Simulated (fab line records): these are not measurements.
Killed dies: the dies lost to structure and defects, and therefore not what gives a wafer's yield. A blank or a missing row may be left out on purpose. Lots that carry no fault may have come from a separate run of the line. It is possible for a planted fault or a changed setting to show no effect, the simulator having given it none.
A struck lot beside a sound one + flow nand_harc + 24 steps out of a route of 1159
Sound: the wafers L804.2, L804.3, L804.5. Struck: wafers L816.2, L816.5, L816.6. The cause is given at the end.
Each step with rows lists, per side, the tool, then ch with its chambers, then its first start. Under that, the readings that differ: sound wafers + struck wafers + difference of the means + sigmas: that difference in standard deviations of wafers without a fault.
alike: readings whose means differ by less than 2 such deviations, and words and numbers that are the same on both sides. not compared: withheld readings, readings that some wafer has no value for, bounds like >300 that may hide the same value, and numbers for which the record gives no deviation and whose values overlap.
The two part at a step that has a row with sigmas, a row that says differs or no value, or rows on one side only. Numbers that don't overlap but have no deviation are shown without sigmas and don't part them. Lack of a reading on every wafer of one side parts them only where that side has two or more wafers.

NHARC_A_M0_INSPECT_27:
  sound: defect_inspect-01 at day 20 05:46; struck: defect_inspect-01 at day 22 07:41
  alike: raw_defect_count
NHARC_A_M0_PRE_CLEAN_31: time 12 s.
  sound on pecvd-01 ch 0,1,2, day 20 05:50; struck on pecvd-04 ch 0,1,2, day 22 07:46
  alike: heater_power_w
NHARC_A_M0_DEP_32: deposits SiCN, target thk 30 nm.
  sound on pecvd-01 ch 0,1,2, day 20 05:55; struck on pecvd-04 ch 0,1,2, day 22 07:52
  alike: heater_power_w
then, 8 steps without rows for these wafers: NHARC_A_M1_DEP_00 (deposits SiOC, target thk 182.5 nm); NHARC_A_M1_DEHYDRATE_01 (time 120 s); NHARC_A_M1_HMDS_02 (time 30 s); NHARC_A_M1_COAT_34 (time 65 s); NHARC_A_M1_COAT_03 (resist thk 90 nm); NHARC_A_M1_SOFTBAKE_04 (time 55 s); NHARC_A_M1_EBR_05; NHARC_A_M1_EXPOSE_06 (exposes mask A M1, target cd 120 nm).
NHARC_A_M1_PEB_07: peb time 65 s.
  sound on litho_track-06 ch 0, day 20 06:58; struck on litho_track-06 ch 0, day 22 09:13
| reading                  | sound              | struck               | difference | sigmas |
|--------------------------|--------------------|----------------------|------------|--------|
| heater_power_total_W (W) | 157.0 157.1 156.7  | 160.9 160.3 160.8    | +3.7       | +9     |
| plate_temp_C (C)         | 99.85 99.91 100.07 | 101.88 101.86 101.81 | +1.91      | +15    |
then, 1 step without rows for these wafers: NHARC_A_M1_DEVELOP_08 (develop time 35 s).
NHARC_A_M1_CD_MEAS_09 targets a cd of 120 nm.
  sound on cd_sem-03 ch 0, day 20 07:03; struck on cd_sem-02 ch 0, day 22 09:17
| reading    | sound             | struck            | difference | sigmas |
|------------|-------------------|-------------------|------------|--------|
| cd_nm (nm) | 120.3 119.6 119.6 | 124.6 124.8 125.1 | +5.0       | +11    |
NHARC_A_M1_OVL_MEAS_10: pitch 240 nm.
  sound: overlay-02 at day 20 07:08; struck: overlay-02 at day 22 09:23
  alike: overlay_x_nm, overlay_y_nm
NHARC_A_M1_INSPECT_11:
  sound: defect_inspect-01 at day 20 07:10; struck: defect_inspect-01 at day 22 09:25
  alike: raw_defect_count
NHARC_A_M1_DESCUM_14: chemistry O2, time 3 s.
  sound on rie_diel-11 ch 0,2,3, day 20 07:14; struck on rie_diel-06 ch 0,1,3, day 22 09:30
| reading                | sound                | struck               | difference | sigmas |
|------------------------|----------------------|----------------------|------------|--------|
| throttle_valve_pct (%) | 11.315 11.326 11.328 | 11.289 11.301 11.300 | -0.026     | -3     |
| model.A_M1.cd_nm (nm)  | 119.8 119.6 118.7    | 124 124.9 124.7      | +5         |        |
  alike: drypump_motor_current_A, oes_product_au, rf_vpp_V, showerhead_plenum_p_Torr
  not compared: rf_hours_counter_h
NHARC_A_M1_ETCH_35: etches the open film in N2/H2, target depth 40 nm, overetch 12 nm, time 43.94 s.
  sound on rie_diel-11 ch 1,3, day 20 07:19; struck on rie_diel-06 ch 0,3, day 22 09:34
  alike: drypump_motor_current_A, oes_product_au, rf_vpp_V, showerhead_plenum_p_Torr, throttle_valve_pct
  not compared: rf_hours_counter_h
NHARC_A_M1_ETCH_15: etches the open film in C4F8/Ar, target depth 182.5 nm, time 91.2 s.
  sound: rie_diel-11 ch 0,1,2; struck: rie_diel-06 ch 0,3
  alike: oes_product_au, rf_vpp_V
  not compared: rf_hours_counter_h
NHARC_A_M1_CD_MEAS_16:
  sound: cd_sem-03 at day 20 07:33; struck: cd_sem-02 at day 22 09:47
| reading    | sound             | struck            | difference | sigmas |
|------------|-------------------|-------------------|------------|--------|
| cd_nm (nm) | 120.0 119.6 118.7 | 123.6 124.8 124.0 | +4.7       | +8     |
NHARC_A_M1_STRIP_18: strips in N2/H2.
  sound on rie_diel-11 ch 1,3, day 20 07:37; struck on rie_diel-01 ch 0,2,3, day 22 09:55
  alike: drypump_motor_current_A, oes_product_au, rf_vpp_V, showerhead_plenum_p_Torr, throttle_valve_pct
  not compared: rf_hours_counter_h
NHARC_A_M1_ETCH_28: etches the open film in CF4/N2, target depth 30 nm, time 72.99 s.
  sound: rie_diel-11 ch 0,2; struck: rie_diel-01 ch 0,1
| reading               | sound             | struck            | difference | sigmas |
|-----------------------|-------------------|-------------------|------------|--------|
| model.A_M1.cd_nm (nm) | 120.1 120.1 119.1 | 123.3 123.8 124.4 | +4.1       |        |
  alike: cf4_flow_sccm, drypump_motor_current_A, oes_product_au, rf_vpp_V, showerhead_plenum_p_Torr, throttle_valve_pct
  not compared: rf_hours_counter_h
then, 1 step without rows for these wafers: NHARC_A_M1_STRIP_19 (strips in post etch residue remover, time 600 s).
NHARC_END_SORT_01:
  the record has rows for the struck wafers here (prober-01 ch 0, day 23 22:47) and none for the sound ones

== WHERE THEY PART ==
First at NHARC_A_M1_PEB_07; last, within this record, at NHARC_END_SORT_01.

WHY: what the simulator had put in
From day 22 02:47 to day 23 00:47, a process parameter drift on litho_track-06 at NHARC_A_M1_PEB_07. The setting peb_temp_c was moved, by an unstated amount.
